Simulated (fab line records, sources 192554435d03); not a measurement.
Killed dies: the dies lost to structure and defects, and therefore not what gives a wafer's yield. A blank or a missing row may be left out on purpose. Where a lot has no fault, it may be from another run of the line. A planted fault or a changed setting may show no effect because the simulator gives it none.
Split-lot experiment + flow n5-finfet + 21 wafers read across 7 lots, on a route 1938 steps long

## THE SPLIT ITSELF
At N5_MOL_CONTACT_COAG_ALD_27 (deposits SiOC, target thk 17 nm, pulse time 1.5 s, time 2720 s), the setting ald-cycles was moved away from the recipe's 340 on 11 of the 21 wafers read, by -15.6% to +14.1%. This setting was run at the recipe's value on the other wafers.

The split's own step is where the reading is taken.

## THE READING
SiOC_of_MOL_CONTACT_COAG_ALD_27.thk-nm (the simulator's own value, which no gauge read), in nm, at N5_MOL_CONTACT_COAG_ALD_27 (deposits SiOC, target thk 17 nm, pulse time 1.5 s, time 2720 s). There is no usual value for it anywhere in the file. Here, 10 wafers ran the recipe; their average is 17.1 nm with a standard deviation of 0.092 nm.

| wafer  | tool, chamber at the split | ald-cycles as run | against the recipe | SiOC_of_MOL_CONTACT_COAG_ALD_27.thk-nm, nm | against lot-mates on the recipe |
|--------|----------------------------|-------------------|--------------------|--------------------------------------------|---------------------------------|
| L074.1 | ald-sin-02, 2              | 340               | recipe             | 17                                         | -                               |
| L074.3 | ald-sin-02, 0              | 287               | -15.6%             | 14.2                                       | -2.8                            |
| L074.5 | ald-sin-02, 1              | 287               | -15.6%             | 14.4                                       | -2.6                            |
| L078.1 | ald-sin-01, 2              | 307               | -9.7%              | 15.4                                       | -1.6                            |
| L078.2 | ald-sin-01, 3,2            | 340               | recipe             | 17                                         | -                               |
| L078.5 | ald-sin-01, 3,2            | 340               | recipe             | 17                                         | -                               |
| L080.1 | ald-sin-03, 2,0            | 371               | +9.1%              | 18.6                                       | no lot-mate on the recipe       |
| L080.4 | ald-sin-03, 2,0            | 371               | +9.1%              | 18.6                                       | no lot-mate on the recipe       |
| L080.3 | ald-sin-03, 3              | 371               | +9.1%              | 18.4                                       | no lot-mate on the recipe       |
| L086.1 | ald-sin-02, 2              | 340               | recipe             | 17.2                                       | -                               |
| L086.3 | ald-sin-02, 0              | 364               | +7.1%              | 18.2                                       | +1.1                            |
| L086.4 | ald-sin-02, 3              | 340               | recipe             | 17                                         | -                               |
| L087.1 | ald-sin-02, 2,1            | 340               | recipe             | 17.2                                       | -                               |
| L087.3 | ald-sin-02, 2,1            | 340               | recipe             | 17.2                                       | -                               |
| L087.2 | ald-sin-02, 3              | 340               | recipe             | 17                                         | -                               |
| L088.1 | ald-sin-01, 2              | 340               | recipe             | 17                                         | -                               |
| L088.2 | ald-sin-01, 0,1            | 388               | +14.1%             | 19.4                                       | +2.4                            |
| L088.3 | ald-sin-01, 0,1            | 388               | +14.1%             | 19.4                                       | +2.4                            |
| L096.2 | ald-sin-02, 2              | 340               | recipe             | 17                                         | -                               |
| L096.3 | ald-sin-02, 0              | 365               | +7.4%              | 18.2                                       | +1.2                            |
| L096.6 | ald-sin-02, 1              | 365               | +7.4%              | 18.4                                       | +1.4                            |
When a row names more than one chamber, that row covers several wafers, and the file does not tell which wafer ran in which chamber.

THE FIT
A straight line over all 21 wafers: SiOC_of_MOL_CONTACT_COAG_ALD_27.thk-nm changes by +0.17 nm for each +1% of ald-cycles; r = +1.00; the points scatter about the line by 0.098 nm.
The same after taking each lot's own level away (the mean of its wafers on the recipe; 18 wafers): +0.171 nm for each +1%; r = +1.00; scatter 0.082 nm.
According to that fit, moving ald-cycles by its largest amount changes the reading by 2.7 nm.
From 17.00 to 17.13 nm: that is the span of the lots' own levels, equal to 1.5 times the standard deviation above.
Hence the lot-to-lot level has little effect on the slope; both slopes agree.
Check: for one of the wafers moved furthest among these (-15.6%), held out of the fit, the line's prediction against its lot-mates is -2.62 nm. Against them it came out at -2.8 nm.

## THE FILE'S OWN FIT
SiOC_of_MOL_CONTACT_COAG_ALD_27.thk-nm changes by +0.17 nm for each +1% of ald-cycles, r = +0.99.
